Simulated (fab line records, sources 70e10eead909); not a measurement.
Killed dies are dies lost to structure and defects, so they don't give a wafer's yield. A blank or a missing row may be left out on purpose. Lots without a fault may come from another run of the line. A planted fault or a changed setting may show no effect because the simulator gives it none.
fab line records | flow nand_harc
record lots=7 wafers=21 last_day=24
route steps=1159 shown A_SOURCE_PLATE@414 A_ONON_D1@424 END@1159
lots that met no fault: from a run of the same line without faults
start_h: hours from the record's first day to the start of the lot's first wafer shown | wait_h: hours since the lot's step before | " the same as in the row above | L1.1+2: a row that stands for several wafers | - no value, or no start given | * or withheld: withheld | < > ~ a bound
route shown NAME@n: a module of which the file shows steps, and the number in the route of the first | usual: mean/standard deviation of fault-free wafers | same: alike in all rows | chamber/n: place in a boat | sites: the reading at each site | _std_site: their standard deviation | _edge_site: outer sites' mean less inner sites' | radius_mm: how far each site lies from the wafer's centre | mask NAME#n: copy n | behind: the tool/chamber that last shaped the wafer | hold: why the lot was held/for how many hours/how that ended | device: the transistor (n, p or np) that didn't switch | end of line: the same wafers' tests at the end of the route | a step without rows: its recipe alone | killed: dies lost to structure and defects at the first sort, not the wafer's yield | map: a wafer's dies, x killed, . not, _ none there
set.NAME: the setting as run; set.NAME@STEP: as run at that earlier step | model.NAME: the simulator's own value behind a step, which no gauge read
lots at some steps of the route; a table a step, a row a wafer
services: from which hour (start_h, from the record's first day; less than 0 if before it) a tool's chamber was out of use, for how many hours, and why
## steps
# step NHARC_A_SOURCE_PLATE_SRD_01
# step NHARC_A_SOURCE_PLATE_OXIDE_02
# recipe target_thk_a=100 temp_c=900 ox_time_s=1362 material=SiO2
# step NHARC_A_SOURCE_PLATE_THK_MEAS_09
# recipe thk_meas_gauge=ellipsometry
# usual thk_nm=9.8/0.97
# columns lot.wafer tool chamber start_h wait_h thk_nm
L448.4 film_metro-01 - 170.16 0.4 9.1
L448.5 " - " " 11.3
L448.6 " - " " 9.0
L450.2 film_metro-02 - 190.25 0.4 10.9
L450.3 " - " " 9.9
L450.4 " - " " 9.1
L458.1 film_metro-02 - 233.74 0.4 9.3
L458.2 " - " " 9.4
L458.5 " - " " 10.3
L457.1 film_metro-01 - 233.74 0.4 11.2
L457.2 " - " " 10.0
L457.6 " - " " 8.2
L464.2 film_metro-02 - 260.49 0.4 10.6
L464.3 " - " " 12.7
L464.4 " - " " 7.9
L461.2 film_metro-01 - 260.49 0.4 10.2
L461.3 " - " " 11.1
L461.4 " - " " 11.5
L465.1 film_metro-01 - 271.33 0.4 9.8
L465.2 " - " " 10.4
L465.5 " - " " 10.7
# step NHARC_A_SOURCE_PLATE_PVD_04
# recipe target_thk_a=500 material=WSi2
# step NHARC_A_SOURCE_PLATE_CVD_03
# recipe target_thk_a=2000 temp_c=620 pressure_mtorr=200 time_s=4000 material=poly-Si
# step NHARC_A_SOURCE_PLATE_ANNEAL_05
# recipe temp_c=850 time_s=1800
# step NHARC_A_SOURCE_PLATE_THK_MEAS_06
# recipe thk_meas_gauge=ellipsometry
# usual thk_nm=200.2/2.4
# columns lot.wafer tool chamber start_h wait_h thk_nm
L448.4 film_metro-02 - 183.01 0.4 201.9
L448.5 " - " " 200.7
L448.6 " - " " 201.6
L450.2 film_metro-02 - 203.19 0.4 198.3
L450.3 " - " " 199.3
L450.4 " - " " 202.0
L458.1 film_metro-02 - 246.83 0.4 201.9
L458.2 " - " " 199.1
L458.5 " - " " 200.4
L457.1 film_metro-02 - 246.84 0.4 201.8
L457.2 " - " " 201.1
L457.6 " - " " 198.7
L461.2 film_metro-01 - 273.62 0.4 194.8
L461.3 " - " " 195.9
L461.4 " - " " 201.8
L464.2 film_metro-01 - 273.62 0.4 198.4
L464.3 " - " " 199.8
L464.4 " - " " 198.1
L465.1 film_metro-02 - 284.23 0.4 202.1
L465.2 " - " " 202.7
L465.5 " - " " 202.9
# step NHARC_A_SOURCE_PLATE_INSPECT_08
# usual raw_defect_count=59/28
# columns lot.wafer tool chamber start_h wait_h raw_defect_count
L448.4 defect_inspect-01 - 183.07 0.0 53
L448.5 " - " " 34
L448.6 " - " " 43
L450.2 defect_inspect-01 - 203.28 0.0 84
L450.3 " - " " 53
L450.4 " - " " 116
L458.1 defect_inspect-02 - 246.90 0.0 94
L458.2 " - " " 78
L458.5 " - " " 87
L457.1 defect_inspect-02 - 246.92 0.0 34
L457.2 " - " " 70
L457.6 " - " " 47
L464.2 defect_inspect-01 - 273.69 0.0 98
L464.3 " - " " 125
L464.4 " - " " 104
L461.2 defect_inspect-02 - 273.73 0.0 38
L461.3 " - " " 31
L461.4 " - " " 36
L465.1 defect_inspect-02 - 284.29 0.0 40
L465.2 " - " " 36
L465.5 " - " " 34
# step NHARC_A_ONON_D1_DEP_00
# recipe target_thk_a=10000 n2_flow_sccm=2750 n2o_flow_sccm=2000 nh3_flow_sccm=500 sih4_flow_sccm=210 temp_c=400
# step NHARC_A_ONON_D1_THK_MEAS_02
# recipe thk_meas_gauge=ellipsometry
# usual thk_nm=999/7.8
# columns lot.wafer tool chamber start_h wait_h thk_nm
L448.4 film_metro-01 - 183.65 - 987
L448.5 " - " " 986
L448.6 " - " " 987
L450.2 film_metro-01 - 203.85 - 999
L450.3 " - " " 1001
L450.4 " - " " 1000
L458.1 film_metro-01 - 247.48 - 997
L458.2 " - " " 998
L458.5 " - " " 996
L457.1 film_metro-01 - 247.83 - 1000
L457.2 " - " " 998
L457.6 " - " " 999
L464.2 film_metro-01 - 274.26 - 1024
L464.3 " - " " 1022
L464.4 " - " " 1025
L461.2 film_metro-01 - 274.30 - 991
L461.3 " - " " 989
L461.4 " - " " 991
L465.1 film_metro-02 - 284.92 - 1000
L465.2 " - " " 1000
L465.5 " - " " 998
# step NHARC_A_ONON_D1_DEP_03
# recipe target_thk_a=10000 n2_flow_sccm=2750 n2o_flow_sccm=2000 nh3_flow_sccm=500 sih4_flow_sccm=210 temp_c=400
# columns lot.wafer tool chamber start_h wait_h
L448.4+5+6 pecvd_onon-04 0 183.88 0.2
L450.2+3+4 pecvd_onon-02 0 203.97 0.1
L458.1+2+5 pecvd_onon-02 0 247.53 0.1
L457.1+2+6 pecvd_onon-02 0 247.89 0.1
L464.2+3+4 pecvd_onon-03 0 274.40 0.1
L461.2+3+4 pecvd_onon-02 0 274.41 0.1
L465.1+2+5 pecvd_onon-03 0 284.98 0.1
# step NHARC_A_ONON_D1_THK_MEAS_05
# recipe thk_meas_gauge=ellipsometry
# usual thk_nm=999/8.4
# columns lot.wafer tool chamber start_h wait_h thk_nm
L448.4 film_metro-02 - 184.21 - 997
L448.5 " - " " 998
L448.6 " - " " 999
L450.2 film_metro-01 - 204.42 - 984
L450.3 " - " " 982
L450.4 " - " " 985
L458.1 film_metro-02 - 248.05 - 996
L458.2 " - " " 1029
L458.5 " - " " 1029
L457.1 film_metro-01 - 248.40 - 998
L457.2 " - " " 1033
L457.6 " - " " 1001
L464.2 film_metro-01 - 274.85 - 1008
L464.3 " - " " 1009
L464.4 " - " " 1009
L461.2 film_metro-02 - 274.86 - 1021
L461.3 " - " " 991
L461.4 " - " " 1023
L465.1 film_metro-01 - 285.49 - 1009
L465.2 " - " " 1008
L465.5 " - " " 1012
# step NHARC_A_ONON_D1_DEP_06
# recipe target_thk_a=10000 n2_flow_sccm=2750 n2o_flow_sccm=2000 nh3_flow_sccm=500 sih4_flow_sccm=210 temp_c=400
# step NHARC_END_SORT_01
# recipe temp_c=25
# usual killed_at_array=31/12 killed_at_other=0.6/0.85 killed_at_periphery=3.0/2.3 killed_dies=35/12 killed_open=3.2/1.9 killed_short=1.8/1.4
# same gross_dies=677
# columns lot.wafer tool chamber start_h wait_h killed_at_array killed_at_other killed_at_periphery killed_dies killed_open killed_short
L458.2 prober-01 0 534.65 2.8 67 1 0 68 1 2
L458.5 prober-01 0 537.04 3.7 66 0 1 67 1 0
L457.2 prober-01 0 542.43 2.8 64 1 3 68 1 5
L461.2 prober-02 0 565.72 2.8 66 0 4 70 2 6
L461.4 prober-02 0 567.31 3.4 81 1 2 84 3 4
# killed by level:class
L458.2 A_ONON_D1:area_dep=37 A_CHANNEL_HOLE_D1:chamber_film_flake=19 A_WL_FILL:chamber_film_flake=5 A_CONTACT:chamber_film_flake=3 A_CHANNEL_HOLE_D1:geometric_particle:short=1 A_WL_FILL:geometric_particle:short=1 A_BLC:geometric_particle:open=1 THIN_TSV:chamber_film_flake=1
L458.5 A_ONON_D1:area_dep=31 A_CHANNEL_HOLE_D1:chamber_film_flake=27 A_WL_FILL:chamber_film_flake=5 A_CONTACT:chamber_film_flake=2 P_M0:geometric_particle:open=1 A_STAIRCASE:chamber_film_flake=1
L457.2 A_CHANNEL_HOLE_D1:chamber_film_flake=29 A_ONON_D1:area_dep=24 A_STAIRCASE:chamber_film_flake=5 P_CONTACT:geometric_particle:short=2 A_CONTACT:chamber_film_flake=2 A_CHANNEL_FILL_D1:geometric_particle:short=1 A_SGD_CUT:geometric_particle:short=1 A_CONTACT:geometric_particle:open=1
L461.2 A_ONON_D1:area_dep=28 A_CHANNEL_HOLE_D1:chamber_film_flake=24 A_WL_FILL:geometric_particle:short=4 P_CONTACT:chamber_film_flake=4 A_CONTACT:geometric_particle:short=2 A_SLIT:chamber_film_flake=2 A_CONTACT:chamber_film_flake=2 A_CHANNEL_HOLE_D1:geometric_particle:open=1
L461.4 A_ONON_D1:area_dep=42 A_CHANNEL_HOLE_D1:chamber_film_flake=25 A_CONTACT:chamber_film_flake=4 A_STAIRCASE:chamber_film_flake=2 P_M1:geometric_particle:short=1 A_ONON_D1:geometric_particle:short=1 A_CHANNEL_HOLE_D1:geometric_particle:open=1 A_CHANNEL_FILL_D1:geometric_particle:short=1
# map L457.2 (x killed, . not)
____________.____________
_________......._________
_______....x.x..x._______
______x............______
_____..............._____
____.................____
____.x....x...x......____
___...................___
___....x......x......x___
__...........x......x.x__
__......x........x.....__
_............xx...x....._
_.........x..x.........._
_.......x..............._
_x......................_
_......................._
.......x.................
.........................
....xx..x................
.............x...........
.........................
_...............x......._
_..............x........_
_.x..........x..xx......_
_.............xx.....x.._
_..x.x.........xx.x....._
__...........xxx.x.....__
__.......x...xxxxx.x.x.__
___...........xx.x....___
___...........xxx.....___
____.........x.x.....____
____..............x..____
_____..x....x......x_____
______.............______
_______.......x.x._______
_________...x..._________
____________.____________
# map L458.2 (x killed, . not)
____________x____________
_________....x.._________
_______.........x._______
______.....x....xx.______
_____..........x...._____
____.......x.........____
____x....x...........____
___x.........x........___
___...................___
__..................x..__
__.....................__
_..............x........_
_....................x.._
_......................._
_....................x.._
_x.x..............x....._
x..............x.........
...........x..x...xx...x.
...x.x......x....x.x.x...
.......x...xx.x...xxxx..x
......xx....x......x.....
_..x........xx...xx.x..._
_x.....x..........x....._
_......................._
_.x......x.........x...._
_......................._
__.....................__
__....x................__
___..................x___
___...................___
____...xxx...........____
____..........x......____
_____x...x....x....._____
______.....x.......______
_______.....x....._______
_________......._________
____________.____________
## services
# columns tool chamber start_h hours kind
pecvd_onon-04 - 237.00 13.0 pm
## key
first_sign step=NHARC_A_ONON_D1_THK_MEAS_05 reading=thk_nm direction=up sigmas=3.3 usual=999 struck=1027
effect step=NHARC_END_SORT_01 reading=killed_at_array direction=up sigmas=3.2 usual=31 struck=69
more_kills_born_at NHARC_A_ONON_D1_DEP_03@pecvd_onon-02=162
met_at NHARC_A_ONON_D1_DEP_03
struck_wafers L457.2,L458.2,L458.5,L461.2,L461.4
tester_left_out L457,L458,L461
fault kind=process_parameter_drift tool=pecvd_onon-02 chamber=- onset_h=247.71 steps=NHARC_A_ONON_D1_DEP_03 channel=target_thk_a offset=* shape=step end_h=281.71 scope=struck_wafers_only acts_in=* stated=*
# tester_left_out: of these lots the tester's yield and bins aren't shown, on N5 and GAA mostly nor the transistor test; their killed dies are dies lost to structure and defects alone, not to doping, threshold or leakage, so they don't give the yield
